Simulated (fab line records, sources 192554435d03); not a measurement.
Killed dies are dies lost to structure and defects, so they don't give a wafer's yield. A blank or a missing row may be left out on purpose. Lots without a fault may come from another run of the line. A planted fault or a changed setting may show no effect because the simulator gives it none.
fab line records | flow n5_finfet | part 2 of 2: steps 26 to 37 of 37
record lots=5 wafers=15 last_day=16
route steps=1938 shown BEOL_M2@906 BEOL_M3@931
lots that met no fault: from a run of the same line without faults
start_h: hours from the record's first day to the start of the lot's first wafer shown | wait_h: hours since the lot's step before | " the same as in the row above | L1.1+2: a row that stands for several wafers | - no value, or no start given | * or withheld: withheld | < > ~ a bound
route shown NAME@n: a module of which the file shows steps, and the number in the route of the first | usual: mean/standard deviation of fault-free wafers | same: alike in all rows | chamber/n: place in a boat | sites: the reading at each site | _std_site: their standard deviation | _edge_site: outer sites' mean less inner sites' | radius_mm: how far each site lies from the wafer's centre | mask NAME#n: copy n | behind: the tool/chamber that last shaped the wafer | hold: why the lot was held/for how many hours/how that ended | device: the transistor (n, p or np) that didn't switch | end of line: the same wafers' tests at the end of the route | a step without rows: its recipe alone | killed: dies lost to structure and defects at the first sort, not the wafer's yield | map: a wafer's dies, x killed, . not, _ none there
set.NAME: the setting as run; set.NAME@STEP: as run at that earlier step | model.NAME: the simulator's own value behind a step, which no gauge read
lots at some steps of the route; a table a step, a row a wafer
services: from which hour (start_h, from the record's first day; less than 0 if before it) a tool's chamber was out of use, for how many hours, and why
## steps
# step N5_BEOL_M3_ILD_DEP_00
# recipe material=SiOC target_thk_a=790 temp_c=350 precursor=DEMS/O2 pressure_torr=5 rf_w=500 time_s=15.3
# usual heater_power_w=486/52 showerhead_plenum_p_Torr=5.691/0.0096 showerhead_vpp_V=1410/110 throttle_valve_pct=11.6/0.5
# columns lot.wafer tool chamber start_h wait_h heater_power_w showerhead_plenum_p_Torr showerhead_vpp_V throttle_valve_pct
L077.3 pecvd-02 0 160.10 0.1 551 5.694 1609 12.0
L077.5 " 0 " " 532 5.689 1639 12.1
L077.6 " 2 " " 390 5.685 1286 11.1
L079.2 pecvd-02 0 169.12 0.0 529 5.699 1640 12.2
L079.3 " 2 " " 439 5.687 1284 11.2
L079.5 " 2 " " 447 5.686 1272 11.1
L083.1 pecvd-02 0 196.93 0.0 468 5.670 1609 11.9
L083.3 " 2 " " 438 5.698 1273 10.9
L083.4 " 0 " " 468 5.673 1608 11.8
L086.4 pecvd-03 0 215.66 0.1 504 5.690 1447 12.4
L086.5 " 1 " " 487 5.684 1318 11.9
L086.6 " 0 " " 506 5.699 1445 12.3
L092.1 pecvd-04 2 248.57 0.0 518 5.685 1437 11.1
L092.3 " 1 " " 531 5.703 1271 11.7
L092.6 " 1 " " 545 5.693 1255 11.4
# step N5_BEOL_M3_THK_MEAS_01
# recipe reads=SiOC_of_BEOL_M3_ILD_DEP_00
# usual M3_ILD_THK=78.6/1.1
# columns lot.wafer tool chamber start_h wait_h M3_ILD_THK[nm]
L077.3 film_metro-02 - 160.16 0.1 78.3
L077.5 " - " " 77.6
L077.6 " - " " 77.7
L079.2 film_metro-01 - 169.19 0.1 77.4
L079.3 " - " " 77.2
L079.5 " - " " 78.1
L083.1 film_metro-02 - 197.00 0.0 76.4
L083.3 " - " " 76.7
L083.4 " - " " 77.6
L086.4 film_metro-01 - 215.73 0.1 81.1
L086.5 " - " " 79.7
L086.6 " - " " 81.1
L092.1 film_metro-01 - 248.64 0.0 79.3
L092.3 " - " " 78.4
L092.6 " - " " 78.8
# step N5_BEOL_M3_PECVD_72
# recipe material=SiO2 target_thk_a=160 temp_c=400 precursor=TEOS/O2 pressure_torr=5.5 rf_w=450 teos_flow_sccm=53.8 gas=O2 flow_sccm=3000 time_s=18
# usual heater_power_w=726/79 showerhead_plenum_p_Torr=8.765/0.026 showerhead_vpp_V=1336/110 throttle_valve_pct=21.7/0.95
# columns lot.wafer tool chamber start_h wait_h heater_power_w showerhead_plenum_p_Torr showerhead_vpp_V throttle_valve_pct
L077.3 pecvd-04 1 160.22 0.1 903 8.789 1208 21.5
L077.5 " 0 " " 769 8.795 1393 22.7
L077.6 " 1 " " 914 8.798 1206 21.5
L079.2 pecvd-03 1 169.23 0.0 649 8.788 1282 21.6
L079.3 " 0 " " 733 8.779 1401 23.2
L079.5 " 0 " " 744 8.737 1415 22.9
L083.1 pecvd-03 0 197.03 0.0 721 8.742 1400 22.9
L083.3 " 1 " " 633 8.771 1287 21.5
L083.4 " 2 " " 767 8.734 1351 20.9
L086.4 pecvd-02 1 215.78 0.1 679 8.743 1313 22.1
L086.5 " 0 " " 817 8.754 1551 22.3
L086.6 " 2 " " 608 8.760 1223 20.8
L092.1 pecvd-03 2 248.67 0.0 747 8.723 1380 20.1
L092.3 " 0 " " 717 8.758 1373 23.4
L092.6 " 0 " " 725 8.762 1404 23.6
# step N5_BEOL_M3_HM_DEP_02
# recipe material=TiN target_thk_a=200 temp_c=25 chamber_pressure_pa=0.49996
# usual throttle_valve_pct=29.4/1.3
# columns lot.wafer tool chamber start_h wait_h throttle_valve_pct
L077.3 pvd_sputter-02 - 161.52 1.3 29.4
L077.5 " - " " 29.8
L077.6 " - " " 29.6
L079.2 pvd_sputter-01 - 170.20 1.0 29.0
L079.3 " - " " 28.5
L079.5 " - " " 31.5
L083.1 pvd_sputter-02 - 197.86 0.8 29.7
L083.3 " - " " 29.5
L083.4 " - " " 29.5
L086.4 pvd_sputter-03 - 216.50 0.7 30.7
L086.5 " - " " 28.0
L086.6 " - " " 27.5
L092.1 pvd_sputter-02 - 249.13 0.4 29.7
L092.3 " - " " 30.0
L092.6 " - " " 29.7
# step N5_BEOL_M3_COAT_61
# recipe resist=SOC temp_c=250 time_s=60 spin_rpm=1500 resist_thk_nm=60
# usual dispense_pressure_kPa=49/3.7
# columns lot.wafer tool chamber start_h wait_h dispense_pressure_kPa
L077.3 litho_track-01 0 161.65 0.1 45
L077.5 " 0 " " 45
L077.6 " 0 " " 45
L079.2 litho_track-04 0 170.33 0.1 50
L079.3 " 0 " " 50
L079.5 " 0 " " 50
L083.1 litho_track-04 0 197.99 0.1 50
L083.3 " 0 " " 50
L083.4 " 0 " " 50
L086.4 litho_track-01 0 216.63 0.1 45
L086.5 " 0 " " 45
L086.6 " 0 " " 45
L092.1 litho_track-01 0 249.26 0.1 45
L092.3 " 0 " " 45
L092.6 " 0 " " 45
# step N5_BEOL_M3_COAT_62
# recipe resist=SiARC temp_c=220 time_s=60 spin_rpm=1500 resist_thk_nm=12
# usual dispense_pressure_kPa=49/3.7
# columns lot.wafer tool chamber start_h wait_h dispense_pressure_kPa
L077.3 litho_track-01 0 - - 45
L077.5 " 0 " " 45
L077.6 " 0 " " 45
L079.2 litho_track-04 0 - - 50
L079.3 " 0 " " 50
L079.5 " 0 " " 50
L083.1 litho_track-04 0 - - 50
L083.3 " 0 " " 50
L083.4 " 0 " " 50
L086.4 litho_track-01 0 - - 45
L086.5 " 0 " " 45
L086.6 " 0 " " 45
L092.1 litho_track-01 0 - - 45
L092.3 " 0 " " 45
L092.6 " 0 " " 45
# step N5_BEOL_M3_COAT_73
# recipe resist=underlayer temp_c=205 time_s=60 spin_rpm=1500 resist_thk_nm=5
# usual dispense_pressure_kPa=49/3.7
# columns lot.wafer tool chamber start_h wait_h dispense_pressure_kPa
L077.3 litho_track-01 0 - - 45
L077.5 " 0 " " 45
L077.6 " 0 " " 45
L079.2 litho_track-04 0 - - 50
L079.3 " 0 " " 50
L079.5 " 0 " " 50
L083.1 litho_track-04 0 - - 50
L083.3 " 0 " " 50
L083.4 " 0 " " 50
L086.4 litho_track-01 0 - - 45
L086.5 " 0 " " 45
L086.6 " 0 " " 45
L092.1 litho_track-01 0 - - 45
L092.3 " 0 " " 45
L092.6 " 0 " " 45
# step N5_BEOL_M3_COAT_05
# recipe resist=CAR-EUV spin_rpm=1500 resist_thk_nm=30
# usual dispense_pressure_kPa=49/3.7
# columns lot.wafer tool chamber start_h wait_h dispense_pressure_kPa
L077.3 litho_track-01 0 - - 45
L077.5 " 0 " " 45
L077.6 " 0 " " 45
L079.2 litho_track-04 0 - - 50
L079.3 " 0 " " 50
L079.5 " 0 " " 50
L083.1 litho_track-04 0 - - 50
L083.3 " 0 " " 50
L083.4 " 0 " " 50
L086.4 litho_track-01 0 - - 45
L086.5 " 0 " " 45
L086.6 " 0 " " 45
L092.1 litho_track-01 0 - - 45
L092.3 " 0 " " 45
L092.6 " 0 " " 45
# step N5_BEOL_M3_EBR_07
# recipe solvent=PGMEA ebr_width_mm=1.5
# columns lot.wafer tool chamber start_h wait_h
L077.3+5+6 litho_track-01 0 - -
L079.2+3+5 litho_track-04 0 - -
L083.1+3+4 litho_track-04 0 - -
L086.4+5+6 litho_track-01 0 - -
L092.1+3+6 litho_track-01 0 - -
# step N5_BEOL_M3_SOFTBAKE_06
# recipe temp_c=110 time_s=60 resist=CAR-EUV
# columns lot.wafer tool chamber start_h wait_h
L077.3+5+6 litho_track-01 0 - -
L079.2+3+5 litho_track-04 0 - -
L083.1+3+4 litho_track-04 0 - -
L086.4+5+6 litho_track-01 0 - -
L092.1+3+6 litho_track-01 0 - -
# step N5_BEOL_M3_EXPOSE_08
# recipe mask_id=M3 na=0.33 source_shape=dipole sigma_inner=0.369 sigma_outer=0.767 polarization=unpolarized dose_mj=33
# columns lot.wafer tool chamber start_h wait_h mask
L077.3+5+6 euv_scanner-01 0 161.92 - M3#0
L079.2+3+5 euv_scanner-02 0 170.47 - M3#0
L083.1+3+4 euv_scanner-02 0 198.25 - M3#0
L086.4+5+6 euv_scanner-01 0 216.78 - M3#0
L092.1+3+6 euv_scanner-02 0 249.52 - M3#0
# step N5_BEOL_M3_PEB_09
# recipe peb_temp_c=100 peb_time_s=60 resist=CAR-EUV
# columns lot.wafer tool chamber start_h wait_h
L077.3+5+6 litho_track-03 0 161.97 0.0
L079.2+3+5 litho_track-04 0 170.53 0.0
L083.1+3+4 litho_track-04 0 198.31 0.1
L086.4+5+6 litho_track-03 0 216.82 0.0
L092.1+3+6 litho_track-01 0 249.58 0.1
## services
# columns tool chamber start_h hours kind
ecd_cu-01 - 135.01 8.9 repair
cmp-02 - 135.10 3.0 pm
cmp-04 - 135.93 2.8 repair
pvd_sputter-01 - 136.42 1.1 repair
euv_scanner-02 - 136.57 0.3 repair
pecvd-02 - 139.70 0.8 repair
euv_scanner-01 - 145.10 1.0 pm
pecvd-03 - 146.85 5.5 pm
ecd_cu-02 - 151.20 1.1 repair
euv_scanner-02 - 153.84 4.6 pm
pvd_sputter-03 - 159.89 2.5 repair
pecvd-03 - 161.70 1.3 repair
euv_scanner-02 - 163.30 1.0 pm
pecvd-04 - 166.65 1.6 repair
cmp-04 - 173.75 4.0 pm
cmp-04 - 194.82 0.4 repair
cmp-02 - 202.24 0.3 repair
cmp-02 - 204.88 4.0 pm
cvd_co-01 1 209.51 7.7 repair
euv_scanner-02 - 219.45 1.0 pm
cmp-02 - 222.61 6.2 repair
cvd_co-01 - 228.38 6.9 pm
pecvd-03 0 230.99 13.4 repair
pecvd-01 2 237.14 7.1 repair
